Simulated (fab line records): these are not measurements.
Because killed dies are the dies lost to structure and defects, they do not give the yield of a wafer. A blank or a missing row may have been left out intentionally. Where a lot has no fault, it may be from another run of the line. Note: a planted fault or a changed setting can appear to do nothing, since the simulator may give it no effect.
2 desks looking at one fault :: flow n5Finfet :: numbers are kept per desk, each desk with only its own; the story behind them comes last

== AT THE METROLOGY DESK ==
What the gauges read, lot by lot, whatever tool the lot ran on: means of the sampled wafers that have a number. A lot is out of limits, marked OUT, if its mean lies more than 4 standard deviations from the usual mean; the brackets give that distance.
Columns: A = VIA_MOL_THK at N5_MOL_CONTACT_COAG_THK_MEAS_53, usual 43.7 nm
lot: L439
first seen here: day 5 15:14
A: 43.9

lot: L440
first seen here: day 5 17:32
A: 44.2

lot: L442
first seen here: day 5 23:13
A: 42.6

lot: L445
first seen here: day 6 18:42
A: 43.8

lot: L446
first seen here: day 7 00:16
A: 43.1

lot: L447
first seen here: day 7 03:54
A: 43.9

lot: L448
first seen here: day 7 13:36
A: 42.8

lot: L449
first seen here: day 7 18:38
A: 43.9

lot: L450
first seen here: day 8 02:25
A: 43.4

lot: L453
first seen here: day 8 19:30
A: 44.4

lot: L454
first seen here: day 9 05:23
A: 44.5

lot: L456
first seen here: day 9 11:41
A: 43.5
Finding of this desk: none of the 12 lots has anything out of limits.

== DESK OF THE TOOL OWNER: cvdW-02 ==
The tool's own readings at N5_MOL_CONTACT_COAG_CVD_140 (deposits W, target thk 66.5 nm, time 215 s): means of the sampled wafers that have a number, for each lot that ran on this tool. A lot is out of limits, marked OUT, if its mean lies more than 4 standard deviations from the usual mean; the brackets give that distance.
Columns: A = heaterPowerW at N5_MOL_CONTACT_COAG_CVD_140, usual 445 W; B = runLengthS at N5_MOL_CONTACT_COAG_CVD_140, usual 285.4 s
lot: L442
first seen here: day 5 22:37
A: 438
B: 285.5

lot: L446
first seen here: day 6 23:38
A: 456
B: 285.6

lot: L447
first seen here: day 7 03:22
A: 455
B: 285.6

lot: L448
first seen here: day 7 12:59
A: 456
B: 285.5

lot: L449
first seen here: day 7 18:01
A: 482
B: 285.1

lot: L450
first seen here: day 8 01:46
A: 460
B: 285.5

lot: L453
first seen here: day 8 18:53
A: 461
B: 351.6 (+99 or more) OUT

lot: L454
first seen here: day 9 04:46
A: 412
B: 385.1 (+99 or more) OUT

lot: L456
first seen here: day 9 11:09
A: 450
B: 335.3 (+99 or more) OUT
This desk finds L453, L454, L456 out of limits, L453 being first, at day 8 18:53 (runLengthS at N5_MOL_CONTACT_COAG_CVD_140). L442, L446, L447, L448, L449, L450 stayed within limits.

== TAKEN TOGETHER ==
An alarm could have come from the tool owner's desk at day 8 18:53, on L453, L454, L456.
Metrology desk: nothing out of limits seen.
The metrology desk has L453, L454, L456 on record, within its limits.
Every lot named ran N5_MOL_CONTACT_COAG_CVD_140 on cvdW-02.

== WHAT THE SIMULATOR HAD INSERTED ==
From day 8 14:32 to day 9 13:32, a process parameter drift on cvdW-02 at N5_MOL_CONTACT_COAG_CVD_140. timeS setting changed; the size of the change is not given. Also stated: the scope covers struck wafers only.
Struck lots among those shown: L453, L454, L456.
How many hours passed from the start of the fault until each desk's first out-of-limits reading: the tool owner's desk, 4.
